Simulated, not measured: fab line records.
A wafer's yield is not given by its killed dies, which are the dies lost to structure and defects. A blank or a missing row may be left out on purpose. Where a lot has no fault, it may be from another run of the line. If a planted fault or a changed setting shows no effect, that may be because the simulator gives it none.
The tool behind it: which one? :: flow nand harc :: 13 lots, 38 wafers sampled, at 5 steps of a route of 1302

== WHAT EACH GAUGE READ, for each wafer ==
NHARC_END_SORT_01.
lot: L248
measured: day 27 07:36
on: prober-02
defect limited yield (%): 92 90 93
killed at array: 52 63 48
killed at other: 0 1 0
killed at periphery: 0 4 2
killed dies: 52 68 50
killed open: 3 3 3
killed short: 0 7 0

lot: L249
measured: day 27 07:34
on: prober-01
defect limited yield (%): 92 88 89
killed at array: 50 78 72
killed at other: 1 0 2
killed at periphery: 2 2 2
killed dies: 53 80 76
killed open: 3 5 1
killed short: 0 4 2

lot: L254
measured: day 28 22:59
on: prober-01
defect limited yield (%): 79 91
killed at array: 48 54
killed at other: 2 1
killed at periphery: 89 9
killed dies: 139 64
killed open: 3 7
killed short: 1 1

lot: L255
measured: day 28 23:00
on: prober-02
defect limited yield (%): 96 93 92
killed at array: 25 37 46
killed at other: 2 3 1
killed at periphery: 3 10 8
killed dies: 30 50 55
killed open: 3 6 4
killed short: 2 0 1

lot: L257
measured: day 30 14:45
on: prober-01
defect limited yield (%): 91 84 86
killed at array: 57 104 90
killed at other: 0 0 1
killed at periphery: 2 5 4
killed dies: 59 109 95
killed open: 2 1 3
killed short: 0 1 2

lot: L258
measured: day 30 12:28
on: prober-02
defect limited yield (%): 96 96 95
killed at array: 21 23 32
killed at other: 0 0 1
killed at periphery: 5 2 2
killed dies: 26 25 35
killed open: 6 1 2
killed short: 2 1 4

lot: L263
measured: day 33 15:44
on: prober-02
defect limited yield (%): 94 93 93
killed at array: 39 47 45
killed at other: 3 2 1
killed at periphery: 0 1 0
killed dies: 42 50 46
killed open: 2 5 1
killed short: 4 0 5

lot: L265
measured: day 34 00:26
on: prober-01
defect limited yield (%): 93 91 95
killed at array: 42 50 33
killed at other: 0 0 0
killed at periphery: 6 10 4
killed dies: 48 60 37
killed open: 5 1 1
killed short: 5 1 2

== WHAT TOOL EACH LOT RAN ON (gives the tool, then ch and the chambers of the sampled wafers, and finally the start) ==
lot: L245
NHARC_P_M1_ETCH_35: rie diel-11 ch 0,2, day 6 21:12
NHARC_THIN_TSV_DEP_47: pecvd-04 ch 0,2, day 24 15:00
NHARC_THIN_TSV_PVD_19: pvd sputter-02, day 24 17:55 or earlier
NHARC_THIN_TSV_DEGAS_53: pvd sputter-03, day 24 17:55

lot: L247
NHARC_P_M1_ETCH_35: rie diel-11 ch 2,3, day 7 22:29
NHARC_THIN_TSV_DEP_47: pecvd-04 ch 0,2, day 25 23:52
NHARC_THIN_TSV_PVD_19: pvd sputter-02, day 26 02:53 or earlier
NHARC_THIN_TSV_DEGAS_53: pvd sputter-01, day 26 02:53

lot: L246
NHARC_P_M1_ETCH_35: rie diel-07 ch 0,1,2, day 8 00:24
NHARC_THIN_TSV_DEP_47: pecvd-03 ch 0,2, day 27 01:11
NHARC_THIN_TSV_PVD_19: pvd sputter-02, day 27 04:29 or earlier
NHARC_THIN_TSV_DEGAS_53: pvd sputter-03, day 27 04:29

lot: L248
NHARC_P_M1_ETCH_35: rie diel-07 ch 0,1,2, day 8 16:00
NHARC_THIN_TSV_DEP_47: pecvd-03 ch 0,1, day 26 19:47
NHARC_THIN_TSV_PVD_19: pvd sputter-02, day 26 22:43 or earlier
NHARC_THIN_TSV_DEGAS_53: pvd sputter-03, day 26 22:43

lot: L249
NHARC_P_M1_ETCH_35: rie diel-07 ch 1,2,3, day 8 16:41
NHARC_THIN_TSV_DEP_47: pecvd-01 ch 0,1,2, day 26 18:29
NHARC_THIN_TSV_PVD_19: pvd sputter-01, day 26 21:25 or earlier
NHARC_THIN_TSV_DEGAS_53: pvd sputter-02, day 26 21:25

lot: L254
NHARC_P_M1_ETCH_35: rie diel-07 ch 1,3, day 10 19:31
NHARC_THIN_TSV_DEP_47: pecvd-01 ch 0,2, day 28 06:49
NHARC_THIN_TSV_PVD_19: pvd sputter-02, day 28 12:39 or earlier
NHARC_THIN_TSV_DEGAS_53: pvd sputter-01, day 28 12:39

lot: L255
NHARC_P_M1_ETCH_35: rie diel-11 ch 0,1,3, day 10 23:34
NHARC_THIN_TSV_DEP_47: pecvd-03 ch 0,2, day 28 05:40
NHARC_THIN_TSV_PVD_19: pvd sputter-01, day 28 12:02 or earlier
NHARC_THIN_TSV_DEGAS_53: pvd sputter-03, day 28 12:02

lot: L257
NHARC_P_M1_ETCH_35: rie diel-11 ch 2,3, day 12 12:36
NHARC_THIN_TSV_DEP_47: pecvd-03 ch 0,1,2, day 29 23:22
NHARC_THIN_TSV_PVD_19: pvd sputter-03, day 30 02:08 or earlier
NHARC_THIN_TSV_DEGAS_53: pvd sputter-01, day 30 02:08

lot: L258
NHARC_P_M1_ETCH_35: rie diel-09 ch 0,2,3, day 12 14:30
NHARC_THIN_TSV_DEP_47: pecvd-03 ch 0,1, day 30 00:32
NHARC_THIN_TSV_PVD_19: pvd sputter-03, day 30 03:24 or earlier
NHARC_THIN_TSV_DEGAS_53: pvd sputter-03, day 30 03:24

lot: L259
NHARC_P_M1_ETCH_35: rie diel-11 ch 0,1,2, day 13 00:16
NHARC_THIN_TSV_DEP_47: pecvd-04 ch 0,1, day 31 07:29
NHARC_THIN_TSV_PVD_19: pvd sputter-01, day 31 10:31 or earlier
NHARC_THIN_TSV_DEGAS_53: pvd sputter-01, day 31 10:31

lot: L260
NHARC_P_M1_ETCH_35: rie diel-11 ch 0,1, day 13 06:16
NHARC_THIN_TSV_DEP_47: pecvd-03 ch 0,1,2, day 30 15:59
NHARC_THIN_TSV_PVD_19: pvd sputter-01, day 30 18:59 or earlier
NHARC_THIN_TSV_DEGAS_53: pvd sputter-01, day 30 18:59

lot: L263
NHARC_P_M1_ETCH_35: rie diel-11 ch 0,2,3, day 14 13:20
NHARC_THIN_TSV_DEP_47: pecvd-01 ch 0,1, day 33 00:20
NHARC_THIN_TSV_PVD_19: pvd sputter-03, day 33 03:31 or earlier
NHARC_THIN_TSV_DEGAS_53: pvd sputter-01, day 33 03:31

lot: L265
NHARC_P_M1_ETCH_35: rie diel-11 ch 0,1,3, day 15 06:53
NHARC_THIN_TSV_DEP_47: pecvd-04 ch 0,1,2, day 33 12:16
NHARC_THIN_TSV_PVD_19: pvd sputter-03, day 33 15:13 or earlier
NHARC_THIN_TSV_DEGAS_53: pvd sputter-03, day 33 15:13
- NHARC_P_M1_ETCH_35: etches the open film in N2/H2, target depth 40 nm, overetch 12 nm, time 43.94 s.
- NHARC_THIN_TSV_DEP_47: deposits SiO2, target thk 200 nm.
- NHARC_THIN_TSV_PVD_19: deposits TaN, target thk 20 nm.
- NHARC_THIN_TSV_DEGAS_53: time 60 s.

== WHAT THE TOOLS THEMSELVES READ (means of the sampled wafers that have a number; where no wafer has one, the mark that the record gives instead) ==
NHARC_P_M1_ETCH_35.
lot: L245
tool: rie diel-11
drypump motor current A (A): 5.92
oes product au (a.u.): 1.004
rf vpp V (V): 429.1
showerhead plenum p Torr (Torr): 1.97
throttle valve pct (%): 14.168

lot: L247
tool: rie diel-11
drypump motor current A (A): 5.74
oes product au (a.u.): 1.012
rf vpp V (V): 429.3
showerhead plenum p Torr (Torr): 2.01
throttle valve pct (%): 14.171

lot: L246
tool: rie diel-07
drypump motor current A (A): 5.84
oes product au (a.u.): 0.996
rf vpp V (V): 428.4
showerhead plenum p Torr (Torr): 1.96
throttle valve pct (%): 14.186

lot: L248
tool: rie diel-07
drypump motor current A (A): 5.83
oes product au (a.u.): 0.999
rf vpp V (V): 427.4
showerhead plenum p Torr (Torr): 1.96
throttle valve pct (%): 14.170

lot: L249
tool: rie diel-07
drypump motor current A (A): 6.13
oes product au (a.u.): 1.001
rf vpp V (V): 430.1
showerhead plenum p Torr (Torr): 2.02
throttle valve pct (%): 14.161

lot: L254
tool: rie diel-07
drypump motor current A (A): 6.04
oes product au (a.u.): 1.006
rf vpp V (V): 429.6
showerhead plenum p Torr (Torr): 2.01
throttle valve pct (%): 14.166

lot: L255
tool: rie diel-11
drypump motor current A (A): 5.91
oes product au (a.u.): 0.997
rf vpp V (V): 428.8
showerhead plenum p Torr (Torr): 1.99
throttle valve pct (%): 14.174

lot: L257
tool: rie diel-11
drypump motor current A (A): 5.68
oes product au (a.u.): 1.006
rf vpp V (V): 428.9
showerhead plenum p Torr (Torr): 2.00
throttle valve pct (%): 14.178

lot: L258
tool: rie diel-09
drypump motor current A (A): 5.91
oes product au (a.u.): 0.998
rf vpp V (V): 431.0
showerhead plenum p Torr (Torr): 2.04
throttle valve pct (%): 14.176

lot: L259
tool: rie diel-11
drypump motor current A (A): 5.89
oes product au (a.u.): 1.004
rf vpp V (V): 429.5
showerhead plenum p Torr (Torr): 1.98
throttle valve pct (%): 14.159

lot: L260
tool: rie diel-11
drypump motor current A (A): 6.01
oes product au (a.u.): 0.997
rf vpp V (V): 428.5
showerhead plenum p Torr (Torr): 1.96
throttle valve pct (%): 14.171

lot: L263
tool: rie diel-11
drypump motor current A (A): 5.82
oes product au (a.u.): 1.021
rf vpp V (V): 429.3
showerhead plenum p Torr (Torr): 1.98
throttle valve pct (%): 14.180

lot: L265
tool: rie diel-11
drypump motor current A (A): 5.91
oes product au (a.u.): 1.005
rf vpp V (V): 429.3
showerhead plenum p Torr (Torr): 1.98
throttle valve pct (%): 14.169

NHARC_THIN_TSV_DEP_47.
lot: L245
tool: pecvd-04
throttle valve pct (%): 15.6

lot: L247
tool: pecvd-04
throttle valve pct (%): 15.5

lot: L246
tool: pecvd-03
throttle valve pct (%): 15.7

lot: L248
tool: pecvd-03
throttle valve pct (%): 15.9

lot: L249
tool: pecvd-01
throttle valve pct (%): 15.8

lot: L254
tool: pecvd-01
throttle valve pct (%): 16.0

lot: L255
tool: pecvd-03
throttle valve pct (%): 16.1

lot: L257
tool: pecvd-03
throttle valve pct (%): 15.9

lot: L258
tool: pecvd-03
throttle valve pct (%): 15.9

lot: L259
tool: pecvd-04
throttle valve pct (%): 16.3

lot: L260
tool: pecvd-03
throttle valve pct (%): 15.9

lot: L263
tool: pecvd-01
throttle valve pct (%): 15.8

lot: L265
tool: pecvd-04
throttle valve pct (%): 16.2

NHARC_THIN_TSV_PVD_19.
lot: L245
tool: pvd sputter-02
throttle valve pct (%): 28.9

lot: L247
tool: pvd sputter-02
throttle valve pct (%): 28.5

lot: L246
tool: pvd sputter-02
throttle valve pct (%): 29.2

lot: L248
tool: pvd sputter-02
throttle valve pct (%): 29.1

lot: L249
tool: pvd sputter-01
throttle valve pct (%): 30.3

lot: L254
tool: pvd sputter-02
throttle valve pct (%): 28.6

lot: L255
tool: pvd sputter-01
throttle valve pct (%): 30.0

lot: L257
tool: pvd sputter-03
throttle valve pct (%): 30.8

lot: L258
tool: pvd sputter-03
throttle valve pct (%): 30.3

lot: L259
tool: pvd sputter-01
throttle valve pct (%): 30.6

lot: L260
tool: pvd sputter-01
throttle valve pct (%): 29.4

lot: L263
tool: pvd sputter-03
throttle valve pct (%): 30.8

lot: L265
tool: pvd sputter-03
throttle valve pct (%): 30.9

NHARC_THIN_TSV_DEGAS_53.
lot: L245
tool: pvd sputter-03
heater power w (W): 417

lot: L247
tool: pvd sputter-01
heater power w (W): 459

lot: L246
tool: pvd sputter-03
heater power w (W): 408

lot: L248
tool: pvd sputter-03
heater power w (W): 443

lot: L249
tool: pvd sputter-02
heater power w (W): 441

lot: L254
tool: pvd sputter-01
heater power w (W): 518

lot: L255
tool: pvd sputter-03
heater power w (W): 422

lot: L257
tool: pvd sputter-01
heater power w (W): 416

lot: L258
tool: pvd sputter-03
heater power w (W): 437

lot: L259
tool: pvd sputter-01
heater power w (W): 449

lot: L260
tool: pvd sputter-01
heater power w (W): 466

lot: L263
tool: pvd sputter-01
heater power w (W): 439

lot: L265
tool: pvd sputter-03
heater power w (W): 409

== THE ANSWER, worked out from the rows above alone ==
Rule: the usual values come from the lots themselves. The widest of any qualifying gaps counts: lots, ordered by their means at a reading, are off when they make up no more than a third of the lots, leave a main group of 4 or more, and stand apart from it by 3 or more times the standard deviation of that group's means. The tables above print the reading to a certain number of digits; a main group whose means all agree to those digits is not used. Also off: a lot with no number at a reading for which 4 or more lots have one. All remaining lots with rows at the step are treated as sound. The gauges are gone through in route order, then the tools' own readings, and for those a lot's mean is taken as printed above. The first step at which some lot is off is used, and at that step the reading that is off furthest; a lot without a number counts as furthest.
Off at NHARC_END_SORT_01 (killed at periphery): L254. Main group: mean 3.5, sd 2.3. Neither off nor sound, because the step has no rows for them: L245, L247, L246, L259, L260.
A tool fits if, at a process step before that reading, it ran every lot that is off, and no sound lot after the first of them. The gauges at NHARC_END_SORT_01 are tried like those tools. NHARC_THIN_TSV_PVD_19: start missing for some lots; hours and lot order therefore follow NHARC_THIN_TSV_DEGAS_53. This does not decide it: 2 tools fit, namely rie diel-07 at NHARC_P_M1_ETCH_35 and pvd sputter-02 at NHARC_THIN_TSV_PVD_19.

== WHAT WAS PUT IN BY THE SIMULATOR ==
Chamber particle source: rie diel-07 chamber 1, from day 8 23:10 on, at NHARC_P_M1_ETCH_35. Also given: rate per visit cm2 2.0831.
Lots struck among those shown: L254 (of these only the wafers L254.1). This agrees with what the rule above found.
